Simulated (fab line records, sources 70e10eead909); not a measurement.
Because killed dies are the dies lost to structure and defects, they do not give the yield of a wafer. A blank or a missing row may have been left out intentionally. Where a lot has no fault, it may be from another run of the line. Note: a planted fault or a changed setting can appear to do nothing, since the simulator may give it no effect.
fab line records :: flow nandHarc :: part 2 of 2: steps 24 to 29 of 29
[record]
  lots = 5
  wafers = 15
  lastDay = 23
route steps=1159 shown A_STAIRCASE@597
lots with no fault: from the same line, run without faults
startH: start of the lot's first displayed wafer, in hours after the record's first day :: waitH: how many hours have passed since the lot's step before this one :: " as in the row above :: L1.1+2: one row covering several wafers at once :: - no value, or no start given :: * or withheld: withheld :: < > ~ a bound
route shown NAME@n: a module of which the file shows steps, and the number in the route of the first :: usual: the fault-free wafers' mean and standard deviation :: same: alike in all rows :: chamber/n: place in a boat :: sites: readings site by site :: _std_site: how widely they spread, as a standard deviation :: _edge_site: outer sites' mean less inner sites' :: radiusMm: how far each site lies from the wafer's centre :: mask NAME#n: copy n :: behind: the tool/chamber that last shaped the wafer :: hold: why the lot was held/for how many hours/how that ended :: device: names the non-switching transistor (n, p or np) :: end of line: tests run on the same wafers once the route is complete :: a step without rows: its recipe alone :: killed: the dies lost at the first sort to structure and to defects; this is not the yield of the wafer :: map: a wafer's dies, x killed, . not, _ none there
set.NAME: the run value of the setting; set.NAME@STEP: its run value at that earlier step :: model.NAME: the simulator's own value behind a step, which no gauge read
certain route steps with their lots: each step a table, each wafer a row
services: the hour from which a tool's chamber was out of use, counted from the record's first day as startH (under 0 if before that day), plus the number of hours and why
[[steps]]
[step NHARC_A_STAIRCASE_TRIM_229]
[recipe]
  timeS = 211.2
  o2FlowSccm = 500
  arFlowSccm = 0
  biasW = 0
  chemistry = O2
[usual]
  drypumpMotorCurrentA = 5.6/0.49
  o2FlowSccm = 500.0/1.5
  oesProductAu = 1.001/0.0067
  rfVppV = 57.6/0.93
  showerheadPlenumPTorr = 3.49/0.17
  throttleValvePct = 17.037/0.0093
lot.wafer: L074.1
tool: rieDiel-10
chamber: 0
startH: 254.81
waitH: 0.1
drypumpMotorCurrentA: 5.6
o2FlowSccm: 498.8
oesProductAu: 1.010
rfHoursCounterH: 30
rfVppV: 57.8
showerheadPlenumPTorr: 3.44
throttleValvePct: 17.038

lot.wafer: L074.4
tool: rieDiel-10
chamber: 2
startH: 254.81
waitH: 0.1
drypumpMotorCurrentA: 5.3
o2FlowSccm: 501.2
oesProductAu: 1.002
rfHoursCounterH: 26
rfVppV: 56.5
showerheadPlenumPTorr: 3.35
throttleValvePct: 17.057

lot.wafer: L074.5
tool: rieDiel-10
chamber: 1
startH: 254.81
waitH: 0.1
drypumpMotorCurrentA: 5.9
o2FlowSccm: 499.9
oesProductAu: 1.004
rfHoursCounterH: -
rfVppV: 56.5
showerheadPlenumPTorr: 3.34
throttleValvePct: 17.036

lot.wafer: L083.1
tool: rieDiel-12
chamber: 3
startH: 297.85
waitH: 0.1
drypumpMotorCurrentA: 5.4
o2FlowSccm: 500.2
oesProductAu: 0.996
rfHoursCounterH: 32
rfVppV: 59.3
showerheadPlenumPTorr: 3.79
throttleValvePct: 17.041

lot.wafer: L083.6
tool: rieDiel-12
chamber: 3
startH: 297.85
waitH: 0.1
drypumpMotorCurrentA: 5.4
o2FlowSccm: 498.9
oesProductAu: 1.010
rfHoursCounterH: -
rfVppV: 57.9
showerheadPlenumPTorr: 3.79
throttleValvePct: 17.036

lot.wafer: L083.5
tool: rieDiel-12
chamber: 0
startH: 297.85
waitH: 0.1
drypumpMotorCurrentA: 5.6
o2FlowSccm: 502.3
oesProductAu: 1.001
rfHoursCounterH: -
rfVppV: 58.9
showerheadPlenumPTorr: 3.79
throttleValvePct: 17.026

lot.wafer: L084.4
tool: rieDiel-10
chamber: 2
startH: 311.40
waitH: 0.1
drypumpMotorCurrentA: 5.3
o2FlowSccm: 497.1
oesProductAu: 0.998
rfHoursCounterH: 45
rfVppV: 58.1
showerheadPlenumPTorr: 3.34
throttleValvePct: 17.039

lot.wafer: L084.2
tool: rieDiel-10
chamber: 0
startH: 311.40
waitH: 0.1
drypumpMotorCurrentA: 5.6
o2FlowSccm: 499.6
oesProductAu: 0.996
rfHoursCounterH: 48
rfVppV: 57.2
showerheadPlenumPTorr: 3.43
throttleValvePct: 17.040

lot.wafer: L084.3
tool: rieDiel-10
chamber: 1
startH: 311.40
waitH: 0.1
drypumpMotorCurrentA: 5.9
o2FlowSccm: 498.7
oesProductAu: 0.996
rfHoursCounterH: 49
rfVppV: 57.5
showerheadPlenumPTorr: 3.33
throttleValvePct: 17.035

lot.wafer: L088.3
tool: rieDiel-12
chamber: 2
startH: 338.30
waitH: 0.1
drypumpMotorCurrentA: 4.9
o2FlowSccm: 505.2
oesProductAu: 0.992
rfHoursCounterH: 44
rfVppV: 58.2
showerheadPlenumPTorr: 3.29
throttleValvePct: 17.043

lot.wafer: L088.1
tool: rieDiel-12
chamber: 1
startH: 338.30
waitH: 0.1
drypumpMotorCurrentA: 5.2
o2FlowSccm: 502.6
oesProductAu: 0.999
rfHoursCounterH: 48
rfVppV: 59.0
showerheadPlenumPTorr: 3.68
throttleValvePct: 17.030

lot.wafer: L088.6
tool: rieDiel-12
chamber: 2
startH: 338.30
waitH: 0.1
drypumpMotorCurrentA: 4.9
o2FlowSccm: 502.5
oesProductAu: 0.981
rfHoursCounterH: -
rfVppV: 57.5
showerheadPlenumPTorr: 3.29
throttleValvePct: 17.031

lot.wafer: L093.4
tool: rieDiel-01
chamber: 3
startH: 346.71
waitH: 0.1
drypumpMotorCurrentA: 6.3
o2FlowSccm: 499.5
oesProductAu: 1.001
rfHoursCounterH: 11
rfVppV: 59.6
showerheadPlenumPTorr: 3.68
throttleValvePct: 17.037

lot.wafer: L093.1
tool: rieDiel-01
chamber: 1
startH: 346.71
waitH: 0.1
drypumpMotorCurrentA: 5.7
o2FlowSccm: 501.8
oesProductAu: 1.011
rfHoursCounterH: 10
rfVppV: 59.2
showerheadPlenumPTorr: 3.56
throttleValvePct: 17.040

lot.wafer: L093.5
tool: rieDiel-01
chamber: 2
startH: 346.71
waitH: 0.1
drypumpMotorCurrentA: 6.7
o2FlowSccm: 500.2
oesProductAu: 1.003
rfHoursCounterH: -
rfVppV: 58.9
showerheadPlenumPTorr: 3.51
throttleValvePct: 17.048
[step NHARC_A_STAIRCASE_ETCH_230]
[recipe]
  targetDepthA = 1000
  timeS = 40.5
  ionEnergyEv = 400
  c4f8FlowSccm = 20
  o2FlowSccm = 10
  arFlowSccm = withheld
  rfW = 600
  biasW = 1000
  chemistry = C4F8/O2
[usual]
  oesProductAu = 0.943/0.013
  rfVppV = 894/6.3
lot.wafer: L074.4
tool: rieDiel-10
chamber: 1
startH: -
waitH: -
oesProductAu: 0.933
rfHoursCounterH: 27
rfVppV: 887

lot.wafer: L074.1
tool: rieDiel-10
chamber: 3
startH: -
waitH: -
oesProductAu: 0.945
rfHoursCounterH: 22
rfVppV: 894

lot.wafer: L074.5
tool: rieDiel-10
chamber: 1
startH: -
waitH: -
oesProductAu: 0.938
rfHoursCounterH: -
rfVppV: 889

lot.wafer: L083.1
tool: rieDiel-12
chamber: 3
startH: -
waitH: -
oesProductAu: 0.943
rfHoursCounterH: 32
rfVppV: 905

lot.wafer: L083.6
tool: rieDiel-12
chamber: 0
startH: -
waitH: -
oesProductAu: 0.940
rfHoursCounterH: -
rfVppV: 904

lot.wafer: L083.5
tool: rieDiel-12
chamber: 1
startH: -
waitH: -
oesProductAu: 0.962
rfHoursCounterH: -
rfVppV: 901

lot.wafer: L084.4
tool: rieDiel-10
chamber: 3
startH: -
waitH: -
oesProductAu: 0.922
rfHoursCounterH: 37
rfVppV: 894

lot.wafer: L084.2
tool: rieDiel-10
chamber: 0
startH: -
waitH: -
oesProductAu: 0.932
rfHoursCounterH: 48
rfVppV: 893

lot.wafer: L084.3
tool: rieDiel-10
chamber: 1
startH: -
waitH: -
oesProductAu: 0.921
rfHoursCounterH: 49
rfVppV: 888

lot.wafer: L088.3
tool: rieDiel-12
chamber: 3
startH: -
waitH: -
oesProductAu: 0.944
rfHoursCounterH: 48
rfVppV: 905

lot.wafer: L088.1
tool: rieDiel-12
chamber: 1
startH: -
waitH: -
oesProductAu: 0.945
rfHoursCounterH: 48
rfVppV: 902

lot.wafer: L088.6
tool: rieDiel-12
chamber: 3
startH: -
waitH: -
oesProductAu: 0.934
rfHoursCounterH: -
rfVppV: 906

lot.wafer: L093.1
tool: rieDiel-01
chamber: 2
startH: -
waitH: -
oesProductAu: 0.955
rfHoursCounterH: 9
rfVppV: 895

lot.wafer: L093.4
tool: rieDiel-01
chamber: 3
startH: -
waitH: -
oesProductAu: 0.937
rfHoursCounterH: 11
rfVppV: 901

lot.wafer: L093.5
tool: rieDiel-01
chamber: 2
startH: -
waitH: -
oesProductAu: 0.951
rfHoursCounterH: -
rfVppV: 895
[step NHARC_A_STAIRCASE_TRIM_231]
[recipe]
  timeS = 211.2
  o2FlowSccm = 500
  arFlowSccm = 0
  biasW = 0
  chemistry = O2
[usual]
  drypumpMotorCurrentA = 5.6/0.51
  o2FlowSccm = 499.8/1.6
  oesProductAu = 1.001/0.0072
  rfVppV = 57.7/0.92
  showerheadPlenumPTorr = 3.49/0.17
  throttleValvePct = 17.035/0.009
lot.wafer: L074.4
tool: rieDiel-10
chamber: 1
startH: -
waitH: -
drypumpMotorCurrentA: 5.9
o2FlowSccm: 501.2
oesProductAu: 1.010
rfHoursCounterH: 27
rfVppV: 57.4
showerheadPlenumPTorr: 3.34
throttleValvePct: 17.021

lot.wafer: L074.1
tool: rieDiel-10
chamber: 3
startH: -
waitH: -
drypumpMotorCurrentA: 5.0
o2FlowSccm: 500.7
oesProductAu: 1.001
rfHoursCounterH: 22
rfVppV: 57.7
showerheadPlenumPTorr: 3.48
throttleValvePct: 17.028

lot.wafer: L074.5
tool: rieDiel-10
chamber: 1
startH: -
waitH: -
drypumpMotorCurrentA: 5.9
o2FlowSccm: 499.5
oesProductAu: 1.007
rfHoursCounterH: -
rfVppV: 57.1
showerheadPlenumPTorr: 3.34
throttleValvePct: 17.043

lot.wafer: L083.1
tool: rieDiel-12
chamber: 2
startH: -
waitH: -
drypumpMotorCurrentA: 4.8
o2FlowSccm: 501.6
oesProductAu: 1.012
rfHoursCounterH: 30
rfVppV: 57.2
showerheadPlenumPTorr: 3.29
throttleValvePct: 17.031

lot.wafer: L083.6
tool: rieDiel-12
chamber: 2
startH: -
waitH: -
drypumpMotorCurrentA: 4.8
o2FlowSccm: 501.2
oesProductAu: 1.007
rfHoursCounterH: -
rfVppV: 58.3
showerheadPlenumPTorr: 3.29
throttleValvePct: 17.043

lot.wafer: L083.5
tool: rieDiel-12
chamber: 3
startH: -
waitH: -
drypumpMotorCurrentA: 5.4
o2FlowSccm: 499.0
oesProductAu: 1.017
rfHoursCounterH: -
rfVppV: 58.3
showerheadPlenumPTorr: 3.79
throttleValvePct: 17.043

lot.wafer: L084.3
tool: rieDiel-10
chamber: 1
startH: -
waitH: -
drypumpMotorCurrentA: 5.9
o2FlowSccm: 500.9
oesProductAu: 0.998
rfHoursCounterH: 49
rfVppV: 57.8
showerheadPlenumPTorr: 3.33
throttleValvePct: 17.035

lot.wafer: L084.4
tool: rieDiel-10
chamber: 2
startH: -
waitH: -
drypumpMotorCurrentA: 5.3
o2FlowSccm: 498.7
oesProductAu: 0.989
rfHoursCounterH: 45
rfVppV: 58.6
showerheadPlenumPTorr: 3.34
throttleValvePct: 17.023

lot.wafer: L084.2
tool: rieDiel-10
chamber: 0
startH: -
waitH: -
drypumpMotorCurrentA: 5.6
o2FlowSccm: 500.0
oesProductAu: 0.992
rfHoursCounterH: 49
rfVppV: 56.1
showerheadPlenumPTorr: 3.43
throttleValvePct: 17.049

lot.wafer: L088.3
tool: rieDiel-12
chamber: 2
startH: -
waitH: -
drypumpMotorCurrentA: 4.8
o2FlowSccm: 500.7
oesProductAu: 0.996
rfHoursCounterH: 44
rfVppV: 57.3
showerheadPlenumPTorr: 3.29
throttleValvePct: 17.025

lot.wafer: L088.1
tool: rieDiel-12
chamber: 1
startH: -
waitH: -
drypumpMotorCurrentA: 5.2
o2FlowSccm: 498.4
oesProductAu: 0.999
rfHoursCounterH: 48
rfVppV: 57.7
showerheadPlenumPTorr: 3.68
throttleValvePct: 17.032

lot.wafer: L088.6
tool: rieDiel-12
chamber: 2
startH: -
waitH: -
drypumpMotorCurrentA: 4.8
o2FlowSccm: 498.4
oesProductAu: 0.994
rfHoursCounterH: -
rfVppV: 57.2
showerheadPlenumPTorr: 3.29
throttleValvePct: 17.035

lot.wafer: L093.4
tool: rieDiel-01
chamber: 2
startH: -
waitH: -
drypumpMotorCurrentA: 6.6
o2FlowSccm: 500.8
oesProductAu: 1.011
rfHoursCounterH: 9
rfVppV: 58.3
showerheadPlenumPTorr: 3.51
throttleValvePct: 17.034

lot.wafer: L093.1
tool: rieDiel-01
chamber: 1
startH: -
waitH: -
drypumpMotorCurrentA: 5.7
o2FlowSccm: 500.2
oesProductAu: 1.015
rfHoursCounterH: 10
rfVppV: 58.2
showerheadPlenumPTorr: 3.56
throttleValvePct: 17.031

lot.wafer: L093.5
tool: rieDiel-01
chamber: 3
startH: -
waitH: -
drypumpMotorCurrentA: 6.2
o2FlowSccm: 500.9
oesProductAu: 1.000
rfHoursCounterH: -
rfVppV: 58.1
showerheadPlenumPTorr: 3.68
throttleValvePct: 17.052
[step NHARC_A_STAIRCASE_ETCH_232]
[recipe]
  targetDepthA = 1000
  timeS = 40.5
  ionEnergyEv = 400
  c4f8FlowSccm = 20
  o2FlowSccm = 10
  arFlowSccm = withheld
  rfW = 600
  biasW = 1000
  chemistry = C4F8/O2
[usual]
  oesProductAu = 0.941/0.0081
  rfVppV = 895/6.1
lot.wafer: L074.1
tool: rieDiel-10
chamber: 0
startH: -
waitH: -
oesProductAu: 0.952
rfHoursCounterH: 30
rfVppV: 892

lot.wafer: L074.4
tool: rieDiel-10
chamber: 2
startH: -
waitH: -
oesProductAu: 0.948
rfHoursCounterH: 26
rfVppV: 890

lot.wafer: L074.5
tool: rieDiel-10
chamber: 0
startH: -
waitH: -
oesProductAu: 0.946
rfHoursCounterH: -
rfVppV: 892

lot.wafer: L083.1
tool: rieDiel-12
chamber: 3
startH: -
waitH: -
oesProductAu: 0.937
rfHoursCounterH: 32
rfVppV: 906

lot.wafer: L083.5
tool: rieDiel-12
chamber: 2
startH: -
waitH: -
oesProductAu: 0.926
rfHoursCounterH: -
rfVppV: 887

lot.wafer: L083.6
tool: rieDiel-12
chamber: 3
startH: -
waitH: -
oesProductAu: 0.935
rfHoursCounterH: -
rfVppV: 905

lot.wafer: L084.2
tool: rieDiel-10
chamber: 0
startH: -
waitH: -
oesProductAu: 0.944
rfHoursCounterH: 49
rfVppV: 892

lot.wafer: L084.4
tool: rieDiel-10
chamber: 1
startH: -
waitH: -
oesProductAu: 0.928
rfHoursCounterH: 49
rfVppV: 889

lot.wafer: L084.3
tool: rieDiel-10
chamber: 2
startH: -
waitH: -
oesProductAu: 0.930
rfHoursCounterH: 45
rfVppV: 889

lot.wafer: L088.1
tool: rieDiel-12
chamber: 2
startH: -
waitH: -
oesProductAu: 0.930
rfHoursCounterH: 44
rfVppV: 886

lot.wafer: L088.3
tool: rieDiel-12
chamber: 3
startH: -
waitH: -
oesProductAu: 0.931
rfHoursCounterH: 48
rfVppV: 905

lot.wafer: L088.6
tool: rieDiel-12
chamber: 0
startH: -
waitH: -
oesProductAu: 0.939
rfHoursCounterH: -
rfVppV: 905

lot.wafer: L093.4
tool: rieDiel-01
chamber: 1
startH: -
waitH: -
oesProductAu: 0.950
rfHoursCounterH: 10
rfVppV: 896

lot.wafer: L093.1
tool: rieDiel-01
chamber: 3
startH: -
waitH: -
oesProductAu: 0.936
rfHoursCounterH: 11
rfVppV: 901

lot.wafer: L093.5
tool: rieDiel-01
chamber: 1
startH: -
waitH: -
oesProductAu: 0.947
rfHoursCounterH: -
rfVppV: 897
[step NHARC_A_STAIRCASE_TRIM_233]
[recipe]
  timeS = 211.2
  o2FlowSccm = 500
  arFlowSccm = 0
  biasW = 0
  chemistry = O2
[usual]
  drypumpMotorCurrentA = 5.6/0.5
  o2FlowSccm = 500.1/1.5
  oesProductAu = 1.001/0.0069
  rfVppV = 57.7/0.82
  showerheadPlenumPTorr = 3.49/0.16
  throttleValvePct = 17.037/0.0097
lot.wafer: L074.4
tool: rieDiel-10
chamber: 3
startH: -
waitH: -
drypumpMotorCurrentA: 5.0
o2FlowSccm: 500.0
oesProductAu: 1.001
rfHoursCounterH: 22
rfVppV: 56.6
showerheadPlenumPTorr: 3.48
throttleValvePct: 17.043

lot.wafer: L074.1
tool: rieDiel-10
chamber: 2
startH: -
waitH: -
drypumpMotorCurrentA: 5.3
o2FlowSccm: 497.4
oesProductAu: 0.998
rfHoursCounterH: 26
rfVppV: 57.3
showerheadPlenumPTorr: 3.35
throttleValvePct: 17.024

lot.wafer: L074.5
tool: rieDiel-10
chamber: 3
startH: -
waitH: -
drypumpMotorCurrentA: 5.0
o2FlowSccm: 497.6
oesProductAu: 1.002
rfHoursCounterH: -
rfVppV: 58.0
showerheadPlenumPTorr: 3.48
throttleValvePct: 17.043

lot.wafer: L083.1
tool: rieDiel-12
chamber: 0
startH: -
waitH: -
drypumpMotorCurrentA: 5.6
o2FlowSccm: 499.9
oesProductAu: 0.993
rfHoursCounterH: 34
rfVppV: 58.5
showerheadPlenumPTorr: 3.79
throttleValvePct: 17.034

lot.wafer: L083.6
tool: rieDiel-12
chamber: 2
startH: -
waitH: -
drypumpMotorCurrentA: 4.8
o2FlowSccm: 500.3
oesProductAu: 0.992
rfHoursCounterH: -
rfVppV: 58.4
showerheadPlenumPTorr: 3.29
throttleValvePct: 17.022

lot.wafer: L083.5
tool: rieDiel-12
chamber: 3
startH: -
waitH: -
drypumpMotorCurrentA: 5.4
o2FlowSccm: 500.0
oesProductAu: 0.985
rfHoursCounterH: -
rfVppV: 59.3
showerheadPlenumPTorr: 3.79
throttleValvePct: 17.027

lot.wafer: L084.4
tool: rieDiel-10
chamber: 0
startH: -
waitH: -
drypumpMotorCurrentA: 5.6
o2FlowSccm: 498.9
oesProductAu: 1.006
rfHoursCounterH: 49
rfVppV: 56.4
showerheadPlenumPTorr: 3.43
throttleValvePct: 17.037

lot.wafer: L084.3
tool: rieDiel-10
chamber: 1
startH: -
waitH: -
drypumpMotorCurrentA: 5.9
o2FlowSccm: 500.9
oesProductAu: 1.008
rfHoursCounterH: 49
rfVppV: 57.7
showerheadPlenumPTorr: 3.33
throttleValvePct: 17.054

lot.wafer: L084.2
tool: rieDiel-10
chamber: 3
startH: -
waitH: -
drypumpMotorCurrentA: 5.0
o2FlowSccm: 499.5
oesProductAu: 0.992
rfHoursCounterH: 37
rfVppV: 57.9
showerheadPlenumPTorr: 3.47
throttleValvePct: 17.038

lot.wafer: L088.1
tool: rieDiel-12
chamber: 0
startH: -
waitH: -
drypumpMotorCurrentA: 5.6
o2FlowSccm: 500.4
oesProductAu: 1.010
rfHoursCounterH: 51
rfVppV: 58.5
showerheadPlenumPTorr: 3.78
throttleValvePct: 17.038

lot.wafer: L088.3
tool: rieDiel-12
chamber: 1
startH: -
waitH: -
drypumpMotorCurrentA: 5.2
o2FlowSccm: 503.1
oesProductAu: 1.004
rfHoursCounterH: 48
rfVppV: 58.2
showerheadPlenumPTorr: 3.68
throttleValvePct: 17.052

lot.wafer: L088.6
tool: rieDiel-12
chamber: 1
startH: -
waitH: -
drypumpMotorCurrentA: 5.2
o2FlowSccm: 499.0
oesProductAu: 1.000
rfHoursCounterH: -
rfVppV: 57.7
showerheadPlenumPTorr: 3.68
throttleValvePct: 17.027

lot.wafer: L093.1
tool: rieDiel-01
chamber: 1
startH: -
waitH: -
drypumpMotorCurrentA: 5.7
o2FlowSccm: 502.3
oesProductAu: 1.012
rfHoursCounterH: 10
rfVppV: 57.0
showerheadPlenumPTorr: 3.56
throttleValvePct: 17.035

lot.wafer: L093.4
tool: rieDiel-01
chamber: 0
startH: -
waitH: -
drypumpMotorCurrentA: 6.4
o2FlowSccm: 501.0
oesProductAu: 0.997
rfHoursCounterH: 11
rfVppV: 58.5
showerheadPlenumPTorr: 3.28
throttleValvePct: 17.054

lot.wafer: L093.5
tool: rieDiel-01
chamber: 2
startH: -
waitH: -
drypumpMotorCurrentA: 6.6
o2FlowSccm: 498.8
oesProductAu: 1.004
rfHoursCounterH: -
rfVppV: 56.8
showerheadPlenumPTorr: 3.51
throttleValvePct: 17.031
[step NHARC_A_STAIRCASE_ETCH_234]
[recipe]
  targetDepthA = 1000
  timeS = 40.5
  ionEnergyEv = 400
  c4f8FlowSccm = 20
  o2FlowSccm = 10
  arFlowSccm = withheld
  rfW = 600
  biasW = 1000
  chemistry = C4F8/O2
[usual]
  oesProductAu = 0.941/0.0094
  rfVppV = 895/5.9
lot.wafer: L074.4
tool: rieDiel-10
chamber: 0
startH: -
waitH: -
oesProductAu: 0.949
rfHoursCounterH: 30
rfVppV: 892

lot.wafer: L074.1
tool: rieDiel-10
chamber: 1
startH: -
waitH: -
oesProductAu: 0.948
rfHoursCounterH: 27
rfVppV: 889

lot.wafer: L074.5
tool: rieDiel-10
chamber: 3
startH: -
waitH: -
oesProductAu: 0.941
rfHoursCounterH: -
rfVppV: 894

lot.wafer: L083.1
tool: rieDiel-12
chamber: 1
startH: -
waitH: -
oesProductAu: 0.940
rfHoursCounterH: 34
rfVppV: 900

lot.wafer: L083.6
tool: rieDiel-12
chamber: 0
startH: -
waitH: -
oesProductAu: 0.924
rfHoursCounterH: -
rfVppV: 906

lot.wafer: L083.5
tool: rieDiel-12
chamber: 1
startH: -
waitH: -
oesProductAu: 0.946
rfHoursCounterH: -
rfVppV: 901

lot.wafer: L084.4
tool: rieDiel-10
chamber: 3
startH: -
waitH: -
oesProductAu: 0.934
rfHoursCounterH: 37
rfVppV: 894

lot.wafer: L084.3
tool: rieDiel-10
chamber: 0
startH: -
waitH: -
oesProductAu: 0.935
rfHoursCounterH: 49
rfVppV: 893

lot.wafer: L084.2
tool: rieDiel-10
chamber: 1
startH: -
waitH: -
oesProductAu: 0.941
rfHoursCounterH: 49
rfVppV: 889

lot.wafer: L088.3
tool: rieDiel-12
chamber: 0
startH: -
waitH: -
oesProductAu: 0.933
rfHoursCounterH: 51
rfVppV: 905

lot.wafer: L088.1
tool: rieDiel-12
chamber: 1
startH: -
waitH: -
oesProductAu: 0.941
rfHoursCounterH: 48
rfVppV: 902

lot.wafer: L088.6
tool: rieDiel-12
chamber: 0
startH: -
waitH: -
oesProductAu: 0.924
rfHoursCounterH: -
rfVppV: 904

lot.wafer: L093.1
tool: rieDiel-01
chamber: 2
startH: -
waitH: -
oesProductAu: 0.927
rfHoursCounterH: 9
rfVppV: 897

lot.wafer: L093.4
tool: rieDiel-01
chamber: 3
startH: -
waitH: -
oesProductAu: 0.927
rfHoursCounterH: 11
rfVppV: 901

lot.wafer: L093.5
tool: rieDiel-01
chamber: 2
startH: -
waitH: -
oesProductAu: 0.926
rfHoursCounterH: -
rfVppV: 895
[[services]]
tool: rieDiel-10
chamber: 0
startH: 235.21
hours: -
kind: clean

tool: rieDiel-10
chamber: 1
startH: 235.21
hours: -
kind: clean

tool: rieDiel-10
chamber: 2
startH: 235.21
hours: -
kind: clean

tool: rieDiel-10
chamber: 3
startH: 235.21
hours: -
kind: clean

tool: lithoTrack-05
chamber: -
startH: 237.00
hours: 7.0
kind: pm

tool: plasmaAsher-02
chamber: -
startH: 242.83
hours: 1.2
kind: repair

tool: krfScanner-04
chamber: -
startH: 251.30
hours: 0.4
kind: repair

tool: rieDiel-10
chamber: 0
startH: 259.71
hours: -
kind: clean

tool: rieDiel-10
chamber: 1
startH: 259.71
hours: -
kind: clean

tool: rieDiel-10
chamber: 2
startH: 259.71
hours: -
kind: clean

tool: rieDiel-10
chamber: 3
startH: 259.71
hours: -
kind: clean

tool: krfScanner-04
chamber: -
startH: 262.96
hours: 1.9
kind: repair

tool: wetBench-07
chamber: -
startH: 272.00
hours: 8.0
kind: pm

tool: plasmaAsher-01
chamber: -
startH: 276.00
hours: 9.0
kind: pm

tool: rieDiel-10
chamber: 0
startH: 284.21
hours: -
kind: clean

tool: rieDiel-12
chamber: 2
startH: 285.43
hours: 4.8
kind: repair

tool: plasmaAsher-01
chamber: -
startH: 289.04
hours: 3.3
kind: repair

tool: krfScanner-04
chamber: -
startH: 298.00
hours: 4.0
kind: pm

tool: wetBench-06
chamber: -
startH: 305.60
hours: 8.0
kind: pm

tool: rieDiel-01
chamber: -
startH: 314.99
hours: 9.0
kind: pm

tool: krfScanner-04
chamber: -
startH: 321.32
hours: 0.4
kind: repair

tool: wetBench-03
chamber: -
startH: 331.86
hours: 2.7
kind: repair

tool: rieDiel-12
chamber: 3
startH: 334.04
hours: 1.7
kind: repair

tool: lithoTrack-02
chamber: -
startH: 340.01
hours: 7.0
kind: pm
